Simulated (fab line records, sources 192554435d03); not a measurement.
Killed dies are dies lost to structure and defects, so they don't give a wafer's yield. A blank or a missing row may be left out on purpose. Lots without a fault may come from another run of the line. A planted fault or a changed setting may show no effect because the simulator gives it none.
Which tool did it? | flow n5_finfet | 24 lots, 72 wafers sampled, at 1 step of a route of 1938

WHAT THE GAUGES READ, wafer by wafer
N5_BEOL_M4_INSPECT_13: inspects for defects (brightfield).
lot  | measured     | on                | raw_defect_count
L074 | day 8 02:13  | defect_inspect-02 | 337 354 339
L075 | day 8 21:08  | defect_inspect-02 | 337 385 389
L076 | day 9 00:57  | defect_inspect-01 | 406 360 408
L079 | day 9 01:46  | defect_inspect-02 | 356 359 339
L077 | day 9 05:06  | defect_inspect-01 | 419 412 356
L078 | day 9 06:19  | defect_inspect-01 | 471 506 623
L080 | day 9 11:03  | defect_inspect-02 | 473 361 405
L081 | day 9 16:55  | defect_inspect-01 | 609 334 432
L083 | day 10 03:57 | defect_inspect-02 | 462 351 374
L082 | day 10 19:26 | defect_inspect-02 | 388 548 323
L084 | day 11 01:38 | defect_inspect-02 | 388 389 282
L086 | day 11 05:14 | defect_inspect-01 | 330 423 395
L085 | day 11 06:08 | defect_inspect-01 | 422 430 387
L087 | day 11 18:25 | defect_inspect-01 | 393 365 373
L088 | day 11 20:09 | defect_inspect-01 | 365 288 401
L090 | day 12 13:31 | defect_inspect-01 | 416 342 338
L091 | day 12 19:24 | defect_inspect-01 | 536 598 322
L089 | day 12 19:26 | defect_inspect-02 | 339 325 241
L092 | day 12 22:40 | defect_inspect-02 | 578 646 588
L093 | day 13 00:09 | defect_inspect-01 | 383 484 430
L094 | day 13 08:30 | defect_inspect-01 | 414 409 379
L096 | day 13 14:37 | defect_inspect-02 | 384 409 350
L095 | day 13 23:09 | defect_inspect-02 | 364 428 543
L097 | day 14 18:47 | defect_inspect-01 | 425 332 402

WHICH TOOL RAN EACH LOT (tool, then ch and the chambers of the sampled wafers, then the start)
The record holds no process step before these readings.

WHAT THE TOOLS THEMSELVES READ (means of the sampled wafers that have a number; where no wafer has one, the mark that the record gives instead)
The record holds no such reading with a usual standard deviation.

THE ANSWER, worked out from the rows above alone
Rule: what is usual is taken from the lots themselves. Put in order of their means at a reading, lots are off if they are a third of the lots or fewer, leave a main group of 4 or more, and stand apart from it by a gap of 3 or more times the standard deviation of the main group's means; of several such gaps the widest counts. A main group whose means are all the same, to the digits that the tables above print for the reading, isn't used. A lot without any number at a reading at which 4 lots or more have one is off too. The other lots that the step has rows for count as sound. The gauges are gone through in route order, then the tools' own readings, and for those a lot's mean is taken as printed above. The first step at which some lot is off is used, and at that step the reading that is off furthest; a lot without a number counts as furthest.
No lot is off at any reading shown: from this, nothing can be told.

WHAT THE SIMULATOR HAD PUT IN
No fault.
